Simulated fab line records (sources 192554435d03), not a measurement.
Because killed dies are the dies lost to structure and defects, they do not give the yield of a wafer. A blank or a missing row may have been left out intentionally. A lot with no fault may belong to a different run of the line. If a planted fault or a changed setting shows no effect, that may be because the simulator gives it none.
Lot-split experiment + flow n5_finfet + route with 1938 steps; 7 lots, 21 wafers read

== THE SPLIT ITSELF ==
At N5_BEOL_M7_COAT_05 (resist thk 90 nm), the setting spin_rpm was moved away from the recipe's 1500 rpm on 7 of the 21 wafers read, by -9.3% to +9.1%. All remaining wafers had this setting at the recipe value.

The split's own step is where the reading is taken.

== THE READING ==
CAR-ArF_of_BEOL_M7_COAT_05.thk_nm (the simulator's own value, which no gauge read), in nm, at N5_BEOL_M7_COAT_05 (resist thk 90 nm). The file does not state a usual value for it. Average 90.1 nm, standard deviation 0.16 nm, over the 14 wafers here run with the recipe.

| wafer  | tool, chamber at the split | spin_rpm as run, rpm | against the recipe | CAR-ArF_of_BEOL_M7_COAT_05.thk_nm, nm | against lot-mates on the recipe |
|--------|----------------------------|----------------------|--------------------|---------------------------------------|---------------------------------|
| L080.1 | litho_track-01, 0          | 1500                 | recipe             | 90                                    | -                               |
| L080.4 | litho_track-01, 0          | 1500                 | recipe             | 90                                    | -                               |
| L080.5 | litho_track-01, 0          | 1500                 | recipe             | 90.4                                  | -                               |
| L083.1 | litho_track-04, 0          | 1500                 | recipe             | 89.8                                  | -                               |
| L083.4 | litho_track-04, 0          | 1500                 | recipe             | 90                                    | -                               |
| L083.5 | litho_track-04, 0          | 1500                 | recipe             | 90                                    | -                               |
| L085.3 | litho_track-04, 0          | 1500                 | recipe             | 90                                    | -                               |
| L085.5 | litho_track-04, 0          | 1500                 | recipe             | 90.2                                  | -                               |
| L085.6 | litho_track-04, 0          | 1500                 | recipe             | 90.2                                  | -                               |
| L087.1 | litho_track-05, 0          | 1361                 | -9.3%              | 94.8                                  | +4.7                            |
| L087.2 | litho_track-05, 0          | 1500                 | recipe             | 90.2                                  | -                               |
| L087.6 | litho_track-05, 0          | 1500                 | recipe             | 90                                    | -                               |
| L088.1 | litho_track-01, 0          | 1637                 | +9.1%              | 86.2                                  | -3.6                            |
| L088.2 | litho_track-01, 0          | 1500                 | recipe             | 89.8                                  | -                               |
| L088.6 | litho_track-01, 0          | 1637                 | +9.1%              | 86                                    | -3.8                            |
| L095.1 | litho_track-05, 0          | 1564                 | +4.3%              | 88.4                                  | no lot-mate on the recipe       |
| L095.3 | litho_track-05, 0          | 1564                 | +4.3%              | 88.4                                  | no lot-mate on the recipe       |
| L095.4 | litho_track-05, 0          | 1564                 | +4.3%              | 88.4                                  | no lot-mate on the recipe       |
| L096.3 | litho_track-01, 0          | 1500                 | recipe             | 90.2                                  | -                               |
| L096.5 | litho_track-01, 0          | 1500                 | recipe             | 90.2                                  | -                               |
| L096.6 | litho_track-01, 0          | 1402                 | -6.5%              | 93.4                                  | +3.2                            |

FIT RESULTS
A straight line over all 21 wafers: CAR-ArF_of_BEOL_M7_COAT_05.thk_nm changes by -0.46 nm for each +1% of spin_rpm; r = -0.99; the points scatter about the line by 0.21 nm.
The same after taking each lot's own level away (the mean of its wafers on the recipe; 18 wafers): -0.448 nm for each +1%; r = -0.99; scatter 0.21 nm.
On that fit, the largest move of spin_rpm shifts the reading by 4.1 nm.
Across the lots, their own levels run from 89.80 to 90.20 nm, a range of 2.5 times the standard deviation given above.
The two slopes are in agreement: the lot-to-lot level therefore moves the slope only a little.
Check: with one of the wafers moved furthest among these (-9.3%) left out of the fit, the line predicts +3.98 nm for it against its lot-mates. Against them it came out at +4.7 nm.

== ADDITIONAL SPLITS CARRIED BY THESE WAFERS ==
These wafers also went through other splits before the reading. Each is held against what the fit with the lots' levels taken away leaves over:
| other split on the same wafers | wafers away from the commonest value | r with CAR-ArF_of_BEOL_M7_COAT_05.thk_nm (lot level and that fit taken away) |
|--------------------------------|--------------------------------------|------------------------------------------------------------------------------|
| N5_BEOL_M6_EXPOSE_08 dose_mj   | 5                                    | -0.09                                                                        |
| N5_BEOL_M6_ETCH_62 time_s      | 9                                    | -0.25                                                                        |
| N5_BEOL_M7_ILD_DEP_00 time_s   | 9                                    | +0.06                                                                        |

== THE FILE'S OWN FIT ==
CAR-ArF_of_BEOL_M7_COAT_05.thk_nm changes by -0.464 nm for each +1% of spin_rpm, r = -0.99.
